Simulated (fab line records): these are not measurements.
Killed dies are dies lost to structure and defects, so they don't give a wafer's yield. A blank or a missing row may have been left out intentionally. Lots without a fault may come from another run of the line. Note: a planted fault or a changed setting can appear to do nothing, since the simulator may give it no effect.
A struck lot beside a sound one    flow nand-harc    15 out of 1159 route steps
Sound: the wafers L342.2, L342.4, L342.6. Wafers L331.1, L331.2, L331.6 were the ones struck. The cause is given at the end.
At each step with rows: each side's tool, then ch and its chambers, then its first start. Under that, the readings that differ: sound wafers    struck wafers    difference of the means    sigmas: that difference in standard deviations of wafers without a fault.
alike: words and numbers the same on both sides, and readings whose means are apart by under 2 such deviations; not compared: readings that were withheld, readings missing a value for some wafer, numbers with overlapping values and no deviation given by the record, and bounds like >300 which may hide the same value.
The two part at a step that has a row with sigmas, a row that says differs or no value, or rows on one side only. Non-overlapping numbers with no deviation appear without sigmas and do not part them. A reading that every wafer of one side lacks parts them only if that side has two wafers or more.

first, 6 steps without rows for these wafers: NHARC_A_SLIT_COAT_03 (resist thk 90 nm); NHARC_A_SLIT_SOFTBAKE_04 (time 55 s); NHARC_A_SLIT_EBR_05; NHARC_A_SLIT_EXPOSE_06 (exposes mask SLIT); NHARC_A_SLIT_PEB_07 (peb time 65 s); NHARC_A_SLIT_DEVELOP_08 (develop time 35 s).
NHARC_A_SLIT_CD_MEAS_09 targets a cd of 300 nm.
  sound on cd-sem-02 ch 0, day 19 09:10; struck on cd-sem-01 ch 0, day 16 22:37
  alike: cd-nm
NHARC_A_SLIT_OVL_MEAS_10:
  sound on overlay-01 at day 19 09:14; struck on overlay-02 at day 16 22:43
  alike: overlay-x-nm, overlay-y-nm
NHARC_A_SLIT_INSPECT_11:
  sound on defect-inspect-02 at day 19 09:17; struck on defect-inspect-02 at day 16 22:44
reading           sound     struck    difference  sigmas
raw-defect-count  59 38 56  16 22 12  -34         -3
NHARC_A_SLIT_DESCUM_14: chemistry O2, time 3 s.
  sound on rie-diel-10 ch 0,2, day 19 09:20; struck on rie-diel-08 ch 2,3, day 16 22:48
reading                          sound           struck          difference  sigmas
showerhead-plenum-p-Torr (Torr)  1.78 1.78 1.78  2.04 1.98 2.04  +0.24       +2
  alike: drypump-motor-current-A, oes-product-au, rf-vpp-V, throttle-valve-pct
  not compared: rf-hours-counter-h
NHARC_A_SLIT_ETCH_24: etches the open film in CF4/CHF3, target depth 121 nm, time 60.5 s.
  sound on rie-diel-10 ch 2,3, day 19 09:25; struck on rie-diel-08 ch 0,2, day 16 22:53
reading       sound              struck             difference  sigmas
rf-vpp-V (V)  366.5 369.4 366.7  373.9 372.8 373.4  +5.8        +2
  alike: bias-w, cf4-flow-sccm, drypump-motor-current-A, oes-product-au, showerhead-plenum-p-Torr, throttle-valve-pct
  not compared: rf-hours-counter-h
NHARC_A_SLIT_ETCH_15: etches the open film in O2/COS, target depth 3200 nm, time 832 s.
  sound: rie-diel-10 ch 0,2,3; struck: rie-diel-08 ch 0,1
  alike: bias-w, chamber-pressure-mTorr, drypump-motor-current-A, oes-product-au, rf-vpp-V, showerhead-plenum-p-Torr, throttle-valve-pct
  not compared: rf-hours-counter-h
NHARC_A_SLIT_ETCH_17: etches the open film in C4F8/O2/Ar, time 1687.5 s, target depth 10100 nm.
  sound on har-etch-02 ch 1, day 19 12:56; struck on har-etch-01 ch 0,1, day 16 23:34
  no value came back on the struck wafers for any of 6 readings (c4f8-flow-sccm (sccm), chamber-pressure-mTorr (mTorr) and others); on the sound wafers c4f8-flow-sccm (sccm) reads 82.87 82.90 82.95
  not compared: rf-hours-counter-h
NHARC_A_SLIT_ETCH_26: etches the open film in C4F8/O2/Ar, time 90 s, target depth 400 nm.
  sound on har-etch-02 ch 1, day 19 14:24; struck on har-etch-01 ch 0,1, day 17 01:04
  alike: bias-v, c4f8-flow-sccm, drypump-motor-current-A, he-backside-leak-sccm, showerhead-plenum-p-Torr, throttle-valve-pct
  not compared: rf-hours-counter-h
-- record jumps: 5 days between struck wafers' starts before vs after; left off in module A_SLIT, resumes in module END, first step shown is number 1159 of the route --
NHARC_END_SORT_01:
  sound on prober-02 ch 0, day 25 02:37; struck on prober-02 ch 0, day 21 18:39
reading          sound     struck                                                                difference                    sigmas
hold             - - -     await-dispo/2.1h/scrap await-dispo/2.1h/scrap await-dispo/2.1h/scrap  no value on the sound wafers  
killed-at-array  49 45 42  673 674 674                                                           +628                          +57
killed-dies      61 50 43  677 677 677                                                           +626                          +52
  alike: killed-at-other, killed-at-periphery, killed-open, killed-short

## WHERE THEY PART
First at NHARC_A_SLIT_INSPECT_11; last, within this record, at NHARC_END_SORT_01.

WHY: the cause the simulator had injected
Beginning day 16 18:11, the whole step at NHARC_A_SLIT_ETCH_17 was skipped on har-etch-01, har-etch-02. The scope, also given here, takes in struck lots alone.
